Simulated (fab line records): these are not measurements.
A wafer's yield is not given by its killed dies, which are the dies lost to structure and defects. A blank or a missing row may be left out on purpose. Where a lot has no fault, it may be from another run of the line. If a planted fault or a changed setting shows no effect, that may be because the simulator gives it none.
Code-filled problem report in 8D (eight disciplines) form ; flow n5 finfet ; the parts of the form that need people (team, actions taken, sign-off) are left out

== 1. THE ISSUE ==
At N5_BEOL_M11_COAT_64, spin speed rpm averages 1535.0 rpm over 6 wafers from 2 lots, while fault-free wafers read 1500.1 rpm, standard deviation 1. Relative to the usual mean, that is a shift of +35 standard deviations.
The step: time 60 s, resist thk 30 nm.
First observed at day 12 18:50: wafer L103.2, on litho track-04. At this step, 12 wafers from 4 lots have a number in the record. By rule, "out" or "out of limits" means more than 4 standard deviations away from the usual mean. All remaining wafers that have a number are taken as sound.

== 2. WHAT IT IS, WHAT IT ISN'T ==
question;is;is not
which readings at this step;spin speed rpm;chill plate temp C
which lots;L103, L106;L110, L116
which wafers of those lots;all that have a number;-
read on which tools;litho track-04;litho track-05
when;from day 12 18:50;"up to then (0 sound wafers); but 6 sound wafers of L110, L116 came after"

== 3. SUSPECTS, AND WHAT RULES EACH OUT ==
Counting: a tool at a process step up to the reading stays a suspect if it ran every lot that is out and no sound lot after the first of them.
- litho track-04 at N5_BEOL_M11_COAT_64 (time 60 s, resist thk 30 nm): ruled out as a lasting fault. Sound lots L116 ran on it after its first lot that is out, L103 (day 12 18:50).
Left after counting: nothing in the record.

== 4. THE CAUSE (what the simulator had put in) ==
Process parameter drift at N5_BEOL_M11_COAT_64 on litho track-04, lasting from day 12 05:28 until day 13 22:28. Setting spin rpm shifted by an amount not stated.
Counting ruled it out, wrongly.

== 5. THE EFFECT CHAIN, in route order ==
One row per reading whose mean, taken over the struck wafers that have a number, lies over 3 standard deviations from the usual. Only readings whose record carries a usual standard deviation are examined. hours: median over the lots of the time between each lot's start at the first step of this table that gives one and its start at this step. sigmas: the change, counted in usual standard deviations.
hours;step;reading;usual;on struck wafers;change;sigmas
0;N5_BEOL_M11_COAT_64;spin speed rpm;1500.1 rpm;1535.0;+34.9;+35
The process steps in it:
- N5_BEOL_M11_COAT_64: time 60 s, resist thk 30 nm.

== 6. HOW IT WOULD HAVE BEEN CAUGHT EARLIER ==
13 hours passed between the start of the fault at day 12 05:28 and the first reading out of limits in this record, taken at day 12 18:50.
